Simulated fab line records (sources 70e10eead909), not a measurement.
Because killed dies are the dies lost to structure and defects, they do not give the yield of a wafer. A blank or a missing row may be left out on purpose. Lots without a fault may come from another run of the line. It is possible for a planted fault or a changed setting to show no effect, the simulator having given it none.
A lot that was struck, set against a sound lot + flow nandHarc + 14 out of 1302 route steps
Sound: the wafers L896.2, L896.3, L896.5. The struck wafers were L908.3, L908.5, L908.6. The cause is given at the end.
At each step with rows: each side's tool, then ch and its chambers, then its first start. Under that, the readings that differ: sound wafers + struck wafers + difference of the means + sigmas: that difference in standard deviations of wafers without a fault.
alike: readings whose means differ by less than 2 such deviations, and words and numbers that are the same on both sides. not compared: withheld readings, readings that some wafer has no value for, bounds like >300 that may hide the same value, and numbers for which the record gives no deviation and whose values overlap.
Wherever a step has rows on one side only, a row that says differs or no value, or a row with sigmas, the two part there. Numbers that don't overlap but have no deviation are shown without sigmas and don't part them. A reading missing from all wafers of one side parts the sides only when that side holds two or more wafers.

first, 6 steps without rows for these wafers: NHARC_A_STAIRCASE_SOFTBAKE_305 (time 170 s); NHARC_A_STAIRCASE_EBR_306; NHARC_A_STAIRCASE_EXPOSE_307 (exposes mask CHOP 50); NHARC_A_STAIRCASE_PEB_308 (peb time 130 s); NHARC_A_STAIRCASE_DEVELOP_309 (time 140 s); NHARC_A_STAIRCASE_HARDBAKE_311 (time 140 s).
NHARC_A_STAIRCASE_DESCUM_312: chemistry O2, time 3 s.
  sound on rieDiel-02 ch 1,2,3, day 18 14:35; struck on rieDiel-02 ch 0,1,3, day 23 16:33
  alike: drypumpMotorCurrentA, oesProductAu, rfVppV, showerheadPlenumPTorr, throttleValvePct
  not compared: rfHoursCounterH
NHARC_A_STAIRCASE_ETCH_313: etches the open film in CF4/CHF3.
  sound on rieDiel-02 ch 1,3, day 18 14:40; struck on rieDiel-02 ch 0,3, day 23 16:37
  alike: drypumpMotorCurrentA, oesProductAu, rfFwdPowerW, rfVppV, showerheadPlenumPTorr, throttleValvePct
  not compared: rfHoursCounterH
NHARC_A_STAIRCASE_HM_OPEN_463: chemistry O2/COS.
  sound on rieDiel-02 ch 2,3; struck on rieDiel-02 ch 0,3
| reading              | sound                | struck               | difference | sigmas |
|----------------------|----------------------|----------------------|------------|--------|
| throttleValvePct (%) | 28.334 28.338 28.357 | 28.318 28.314 28.320 | -0.026     | -3     |
  alike: cosFlowSccm, drypumpMotorCurrentA, oesProductAu, rfVppV, showerheadPlenumPTorr
  not compared: rfHoursCounterH
then, 1 step without rows for these wafers: NHARC_A_STAIRCASE_STRIP_464 (strips in O2/COS).
NHARC_A_STAIRCASE_ETCH_453: etches the open film in CF4/O2, target depth 30 nm, overetch 3 nm, time 16.5 s.
  sound on rieDiel-02 ch 0,3; struck on rieDiel-02 ch 1,2,3
  alike: drypumpMotorCurrentA, oesProductAu, rfFwdPowerW, rfVppV, showerheadPlenumPTorr, throttleValvePct
  not compared: rfHoursCounterH
NHARC_A_STAIRCASE_ETCH_315: etches the open film in C4F8/O2/Ar, target depth 2500 nm, time 607.1 s.
  sound on rieDiel-02 ch 1,2,3, day 18 15:16; struck on rieDiel-02 ch 0,1, day 23 17:08
| reading             | sound             | struck            | difference | sigmas      |
|---------------------|-------------------|-------------------|------------|-------------|
| oesProductAu (a.u.) | 0.934 0.954 0.961 | 1.157 1.149 1.165 | +0.207     | +17         |
| rfFwdPowerW (W)     | 596.6 599.5 596.9 | 839.6 839.0 839.8 | +241.8     | +99 or more |
  alike: rfVppV
  not compared: rfHoursCounterH
NHARC_A_STAIRCASE_STRIP_316: strips in O2.
  sound on rieDiel-02 ch 0,3; struck on rieDiel-02 ch 0,1
  alike: drypumpMotorCurrentA, oesProductAu, rfVppV, showerheadPlenumPTorr, throttleValvePct
  not compared: rfHoursCounterH
-- break in the record here, with 8 days between the starts of the struck wafers on either side (left off in module A_STAIRCASE, picked up again in module END, where the first step shown is number 1302 on the route) --
NHARC_END_SORT_01:
  sound on prober-01 ch 0, day 25 22:28; struck on prober-01 ch 0, day 31 08:11
| reading       | sound | struck | difference | sigmas |
|---------------|-------|--------|------------|--------|
| killedAtOther | 3 4 2 | 0 0 1  | -3         | -3     |
  alike: killedAtArray, killedAtPeriphery, killedDies, killedOpen, killedShort

== WHERE THEY PART ==
Last at NHARC_END_SORT_01 as far as this record goes, first at NHARC_A_STAIRCASE_HM_OPEN_463.

WHY: what the simulator had put in
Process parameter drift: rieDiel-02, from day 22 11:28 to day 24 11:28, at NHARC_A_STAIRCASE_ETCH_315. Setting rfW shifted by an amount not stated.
